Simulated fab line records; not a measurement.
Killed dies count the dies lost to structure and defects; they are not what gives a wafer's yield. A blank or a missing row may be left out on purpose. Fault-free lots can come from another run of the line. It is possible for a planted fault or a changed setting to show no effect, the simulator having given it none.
The tool behind it: which one? + flow n5Finfet + 32 wafers from 11 lots sampled at 5 of the route's 1938 steps

## WHAT THE GAUGES SHOWED, per wafer
N5_BEOL_M4_CD_MEAS_35: target cd 18 nm, target cd y 22.4 nm.
| lot  | measured     | on       | cdNm (nm)      |
|------|--------------|----------|----------------|
| L321 | day 9 11:28  | cdSem-02 | 18.1 18.2 18.5 |
| L323 | day 9 11:37  | cdSem-02 | 18.6 18.4 17.8 |
| L326 | day 10 15:13 | cdSem-02 | 18.4 17.6 17.6 |
| L327 | day 10 15:42 | cdSem-01 | 18.2 18.2 18.3 |
| L325 | day 10 15:57 | cdSem-02 | 18.0 18.5 18.7 |
| L328 | day 10 19:32 | cdSem-03 | 18.0 17.7 18.3 |
| L329 | day 11 16:48 | cdSem-03 | 18.5 18.2 18.4 |
| L334 | day 13 08:40 | cdSem-02 | 18.0 18.1 18.5 |
| L340 | day 13 23:53 | cdSem-02 | 18.1 18.2      |
| L339 | day 14 05:40 | cdSem-01 | 18.4 18.1 18.5 |
| L342 | day 14 20:36 | cdSem-02 | 18.1 18.5 18.0 |

N5_BEOL_M4_RC_MEAS_101.
| lot  | measured     | on        | DIBL_N (mV/V)  | DIBL_P (mV/V)  | IOFF_N (nA/um) | IOFF_P (nA/um) | ION_N (uA/um) | ION_P (uA/um) | SS_N (mV/dec)  | SS_P (mV/dec)  | VT_N (mV)   | VT_P (mV)      |
|------|--------------|-----------|----------------|----------------|----------------|----------------|---------------|---------------|----------------|----------------|-------------|----------------|
| L321 | day 9 15:42  | prober-02 | 33.4 30.8 33.7 | 33.8 32.2 34.7 | 0.13 0.10 0.14 | 0.17 0.16 0.19 | 678 659 679   | 460 462 465   | 70.8 70.2 70.8 | 72.1 72.1 72.4 | 252 257 249 | -251 -254 -253 |
| L323 | day 9 15:58  | prober-01 | 37.4 36.3 33.0 | 36.8 36.0 32.4 | 0.14 0.13 0.09 | 0.21 0.20 0.15 | 676 670 649   | 465 468 456   | 71.4 71.3 70.2 | 73.0 72.5 72.0 | 254 252 257 | -247 -250 -251 |
| L326 | day 10 19:05 | prober-01 | 35.2 32.3 35.6 | 34.8 32.9 36.0 | 0.14 0.11 0.14 | 0.18 0.16 0.19 | 665 655 667   | 455 454 461   | 71.1 70.3 71.0 | 72.2 71.8 72.8 | 253 254 251 | -255 -252 -254 |
| L327 | day 10 19:42 | prober-02 | 34.2 36.7 36.2 | 33.5 37.9 36.5 | 0.13 0.18 0.16 | 0.18 0.24 0.22 | 675 684 683   | 465 471 460   | 70.3 71.8 70.8 | 72.5 73.6 73.1 | 252 246 249 | -250 -246 -250 |
| L325 | day 10 20:53 | prober-02 | 37.0 36.6 34.1 | 39.5 38.0 35.2 | 0.18 0.17 0.13 | 0.26 0.23 0.19 | 667 674 660   | 465 460 463   | 72.0 71.6 71.6 | 74.1 74.1 72.9 | 252 248 254 | -250 -251 -254 |
| L328 | day 11 00:42 | prober-01 | 38.1 38.7 37.8 | 37.4 40.3 39.1 | 0.20 0.22 0.19 | 0.21 0.26 0.23 | 667 690 677   | 455 466 459   | 72.1 71.9 71.7 | 73.1 74.4 73.5 | 250 244 248 | -252 -246 -252 |
| L329 | day 11 21:04 | prober-02 | 40.6 37.0 39.7 | 41.8 38.9 41.3 | 0.22 0.14 0.20 | 0.27 0.20 0.24 | 697 661 671   | 467 457 457   | 72.3 71.7 72.9 | 74.2 73.3 74.5 | 246 254 247 | -247 -249 -249 |
| L334 | day 13 14:25 | prober-02 | 35.7 36.6 34.8 | 36.3 37.7 36.3 | 0.16 0.17 0.15 | 0.20 0.22 0.20 | 673 665 669   | 466 464 458   | 71.7 72.0 71.0 | 73.6 73.7 73.3 | 251 251 250 | -253 -252 -253 |
| L340 | day 14 04:13 | prober-01 | 36.3 39.1      | 35.8 39.1      | 0.16 0.21      | 0.18 0.23      | 681 696       | 460 462       | 71.5 71.9      | 72.7 73.3      | 248 245     | -254 -251      |
| L339 | day 14 10:02 | prober-02 | 35.0 33.6 33.6 | 35.2 33.7 34.3 | 0.14 0.11 0.12 | 0.18 0.16 0.16 | 658 645 649   | 455 447 451   | 70.9 70.1 70.0 | 72.9 71.8 71.6 | 252 254 255 | -250 -254 -253 |
| L342 | day 15 02:20 | prober-02 | 37.0 37.4 35.2 | 38.6 39.4 37.4 | 0.19 0.20 0.17 | 0.23 0.23 0.21 | 689 696 681   | 460 470 468   | 71.7 72.3 71.6 | 74.1 73.4 73.8 | 247 247 250 | -250 -251 -251 |

## TOOL THAT RAN EACH LOT (tool first, then ch and the chambers of the sampled wafers, then the start)
| lot  | N5_BEOL_M4_ALD_84                  | N5_BEOL_M4_SURFACE_TREAT_85 | N5_BEOL_M4_CVD_47               |
|------|------------------------------------|-----------------------------|---------------------------------|
| L321 | aldMetal-04 ch 0,3, day 9 11:56    | pvdSputter-01, day 9 12:11  | cvdCo-01 ch 1,2, day 9 12:22    |
| L323 | aldMetal-04 ch 1,2,3, day 9 12:08  | pvdSputter-02, day 9 12:22  | cvdCo-01 ch 0,1,2, day 9 12:36  |
| L326 | aldMetal-02 ch 0,2,3, day 10 15:36 | pvdSputter-03, day 10 15:50 | cvdCo-01 ch 0,1,2, day 10 15:54 |
| L327 | aldMetal-01 ch 1,2, day 10 15:53   | pvdSputter-02, day 10 16:07 | cvdCo-02 ch 0,1, day 10 16:13   |
| L325 | aldMetal-02 ch 2,3, day 10 16:07   | pvdSputter-02, day 10 16:48 | cvdCo-02 ch 0,1,2, day 10 17:05 |
| L328 | aldMetal-02 ch 0,2, day 10 19:50   | pvdSputter-01, day 10 20:10 | cvdCo-02 ch 1,2, day 10 20:27   |
| L329 | aldMetal-01 ch 1,2,3, day 11 17:23 | pvdSputter-01, day 11 17:44 | cvdCo-02 ch 0,1,2, day 11 17:53 |
| L334 | aldMetal-04 ch 2,3, day 13 10:44   | pvdSputter-03, day 13 10:59 | cvdCo-01 ch 0,2, day 13 11:04   |
| L340 | aldMetal-01 ch 1, day 14 00:29     | pvdSputter-03, day 14 00:44 | cvdCo-01 ch 0, day 14 00:48     |
| L339 | aldMetal-01 ch 1,3, day 14 06:13   | pvdSputter-02, day 14 06:37 | cvdCo-01 ch 1,2, day 14 06:44   |
| L342 | aldMetal-02 ch 0,2, day 14 20:58   | pvdSputter-03, day 14 21:12 | cvdCo-02 ch 0,2, day 14 21:22   |
- N5_BEOL_M4_ALD_84: deposits TaN, pulse time 2 s, purge time 3 s, co reactant purge time 2 s.
- N5_BEOL_M4_SURFACE_TREAT_85
- N5_BEOL_M4_CVD_47: deposits Co from CCTBA/H2, target thk 3 nm, time 223.8 s.

## AS READ BY THE TOOLS THEMSELVES (means over the sampled wafers that have a number; for cases with no such wafer, the mark the record gives instead)
N5_BEOL_M4_ALD_84.
| lot  | tool        | heaterPowerW (W) |
|------|-------------|------------------|
| L321 | aldMetal-04 | 376              |
| L323 | aldMetal-04 | 373              |
| L326 | aldMetal-02 | 380              |
| L327 | aldMetal-01 | 472              |
| L325 | aldMetal-02 | 366              |
| L328 | aldMetal-02 | 342              |
| L329 | aldMetal-01 | 419              |
| L334 | aldMetal-04 | 363              |
| L340 | aldMetal-01 | 504              |
| L339 | aldMetal-01 | 411              |
| L342 | aldMetal-02 | 350              |

N5_BEOL_M4_CVD_47.
| lot  | tool     | runLengthS (s) |
|------|----------|----------------|
| L321 | cvdCo-01 | 247.3          |
| L323 | cvdCo-01 | 247.1          |
| L326 | cvdCo-01 | 247.2          |
| L327 | cvdCo-02 | 246.6          |
| L325 | cvdCo-02 | 246.9          |
| L328 | cvdCo-02 | 247.2          |
| L329 | cvdCo-02 | 246.9          |
| L334 | cvdCo-01 | 203.7          |
| L340 | cvdCo-01 | 181.9          |
| L339 | cvdCo-01 | 203.9          |
| L342 | cvdCo-02 | 247.8          |

## THE ANSWER, worked out from the rows above alone
Rule: what is usual is taken from the lots themselves. Put in order of their means at a reading, lots are off if they are a third of the lots or fewer, leave a main group of 4 or more, and stand apart from it by a gap of 3 or more times the standard deviation of the main group's means; of several such gaps the widest counts. The tables above print the reading to a certain number of digits; a main group whose means all agree to those digits is not used. A lot without any number at a reading at which 4 lots or more have one is off too. The other lots that the step has rows for count as sound. Order of review: gauges by route order, followed by the tools' own readings, for which a lot's mean as printed above is used. The first step at which some lot is off is used, and at that step the reading that is off furthest; a lot without a number counts as furthest.
Off: L334, L340, L339 (N5_BEOL_M4_CVD_47, runLengthS). The main group: mean 247.1 s, standard deviation 0.33.
If a tool, at that step or one of the process steps before it, ran each lot that is off and ran no sound lot following the first of them, it fits. One candidate fits, namely cvdCo-01 at N5_BEOL_M4_CVD_47. Its last sound lot is L326 (day 10 15:54), its first lot that is off L334 (day 13 11:04): a fault that began between those two fits.
On the lots that are off, the tool's own readings at N5_BEOL_M4_CVD_47 differ by more than 5 times the standard deviation of the sound lots' means, which bears it out; runLengthS reads 196.5 s there versus 247.1 s on the sound lots.

## WHAT THE SIMULATOR HAD PUT IN
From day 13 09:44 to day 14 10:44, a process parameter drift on cvdCo-01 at N5_BEOL_M4_CVD_47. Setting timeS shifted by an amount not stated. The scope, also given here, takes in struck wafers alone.
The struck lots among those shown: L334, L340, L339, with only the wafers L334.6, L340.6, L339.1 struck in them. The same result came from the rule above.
